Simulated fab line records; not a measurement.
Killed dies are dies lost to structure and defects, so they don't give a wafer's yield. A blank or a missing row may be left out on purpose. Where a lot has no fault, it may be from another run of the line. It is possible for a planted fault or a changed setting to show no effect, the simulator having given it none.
Chamber matching -- flow n5 finfet -- 4 sister chambers for N5_BEOL_M0_SAQP_ETCH_107 on rie diel-04
The step etches SiNx in CH3F/O2, target depth 30 nm. 4 wafers are shown with their chamber, then 8 later ones without.

== WAFERS PAIRED WITH THEIR CHAMBERS ==
wafer,chamber,drypump motor current A (A)
L077.5,2,5.5
L083.4,3,6.0
L083.6,1,6.2
L084.2,0,6.4

== WAFERS WITHOUT THEIR CHAMBER ==
wafer,drypump motor current A (A)
L084.4,6.1
L084.6,6.3
L085.1,6.4
L085.4,6.0
L085.5,6.2
L092.1,5.5
L092.4,6.0
L092.5,5.5

== EACH ONE'S CHAMBER ==
wafer,from the rows above,in truth
L084.4,can't be placed: 3 or 1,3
L084.6,can't be placed: 1 or 0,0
L085.1,0,0
L085.4,3,3
L085.5,1,1
L092.1,2,2
L092.4,3,3
L092.5,2,2
Correct placement for 6 of the 8. Can't be placed from these rows: 2 (the true chamber is among the candidates in 2). 0 placed wrongly.
How it was worked out, from the rows above alone: a wafer's distance from a chamber is the root of the sum, over the readings, of the square of ((its reading less the chamber's mean) divided by the reading's scatter). If the next closest chamber is less than 2 further off than the closest, the wafer can't be placed; otherwise it belongs to the closest. A chamber's mean is the mean of its shown wafers. The scatter: root of mean squared gap, hidden wafer to nearest shown wafer, with one shown wafer a chamber.
